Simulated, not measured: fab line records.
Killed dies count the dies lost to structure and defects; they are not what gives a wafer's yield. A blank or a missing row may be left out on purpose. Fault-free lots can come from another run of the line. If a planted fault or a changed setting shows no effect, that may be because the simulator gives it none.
One fault through the eyes of 3 desks -- flow n5_finfet -- numbers are kept per desk, each desk with only its own; the story behind them comes last

== FROM THE METROLOGY DESK ==
Means of the sampled wafers that have a number, per lot and without regard to the tool the lot ran on: this is what the gauges read. If a lot's mean is further than 4 standard deviations from the usual mean, the lot is out of limits and carries the mark OUT (the distance appears in the brackets). Of its 10 readings 7 are shown: those that lie furthest out on some lot.
Columns: A = DIBL_N at N5_BEOL_M4_RC_MEAS_101, usual 37.2 mV/V; B = IOFF_P at N5_BEOL_M4_RC_MEAS_101, usual 0.22 nA/um; C = ION_N at N5_BEOL_M4_RC_MEAS_101, usual 678 uA/um; D = ION_P at N5_BEOL_M4_RC_MEAS_101, usual 462 uA/um; E = SS_N at N5_BEOL_M4_RC_MEAS_101, usual 71.8 mV/dec; F = VT_N at N5_BEOL_M4_RC_MEAS_101, usual 249 mV; G = VT_P at N5_BEOL_M4_RC_MEAS_101, usual -250 mV
lot,first seen here,A,B,C,D,E,F,G
L200,day 8 10:58,37.2,0.20,672,455,72.2,250,-252
L201,day 8 11:19,36.0,0.17,669,452,71.4,249,-253
L202,day 8 20:13,40.2,0.23,676,457,71.7,245,-252
L203,day 9 01:17,37.8,0.25,677,464,72.2,248,-247
L211,day 11 06:01,35.6,0.22,669,466,71.0,251,-248
L215,day 11 19:28,37.2,0.21,678,462,71.7,250,-250
L214,day 12 00:20,38.8,0.23,678,466,71.5,248,-249
L217,day 13 12:16,37.6,0.26,679,473,72.1,245,-246
L222,day 13 13:22,36.7,0.20,665,453,72.2,251,-254
This desk's verdict: no lot among the 9 shows anything out of limits.

== DESK OF THE TOOL OWNER: cvd_co-01 ==
The tool's own readings at N5_BEOL_M3_CO_CAP_55 (material Co, precursor CCTBA/H2, target thk 2 nm, time 102.1 s): means of the sampled wafers that have a number, for each lot that ran on this tool. If a lot's mean is further than 4 standard deviations from the usual mean, the lot is out of limits and carries the mark OUT (the distance appears in the brackets).
Columns: A = heater_power_w at N5_BEOL_M3_CO_CAP_55, usual 245 W
lot,first seen here,A
L200,day 7 21:04,234
L201,day 8 02:07,226
L202,day 8 06:13,233
L203,day 8 08:37,231
L211,day 10 13:06,233
L214,day 11 07:53,241
This desk's verdict: no lot among the 6 shows anything out of limits.

== THE DEFECT DESK ==
Counts from the inspections along the route, per lot, as means over the sampled wafers that have a number. If a lot's mean is further than 4 standard deviations from the usual mean, the lot is out of limits and carries the mark OUT (the distance appears in the brackets).
Columns: A = raw_defect_count at N5_BEOL_M3_INSPECT_59, usual 77; B = raw_defect_count at N5_BEOL_M4_INSPECT_13, usual 426
lot,first seen here,A,B
L200,day 7 21:16,106,455
L201,day 8 02:22,89,463
L202,day 8 06:28,105,459
L203,day 8 08:51,75,445
L211,day 10 13:20,170,484
L215,day 11 07:05,76,367
L214,day 11 08:15,336 (+10) OUT,838
L217,day 12 22:23,95,456
L222,day 13 02:25,116,407
Finding of this desk: L214 out of limits; the first was L214 at day 11 08:15, on raw_defect_count at N5_BEOL_M3_INSPECT_59. Within limits: L200, L201, L202, L203, L211, L215, L217, L222.

== PUT TOGETHER ==
The defect desk could have raised an alarm at day 11 08:15, on L214.
The metrology desk saw nothing out of limits.
Nothing out of limits was seen by the tool owner's desk.
The metrology desk has L214 on record, within its limits.
Tool owner's desk: L214 on record, inside its limits.
On cvd_co-01, each named lot ran N5_BEOL_M3_CO_CAP_55.

== WHAT THE SIMULATOR HAD INSERTED ==
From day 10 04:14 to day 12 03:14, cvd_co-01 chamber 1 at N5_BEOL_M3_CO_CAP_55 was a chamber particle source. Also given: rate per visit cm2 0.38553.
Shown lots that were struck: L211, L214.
Hours from the fault's start to each desk's first reading out of limits: the defect desk, 28.
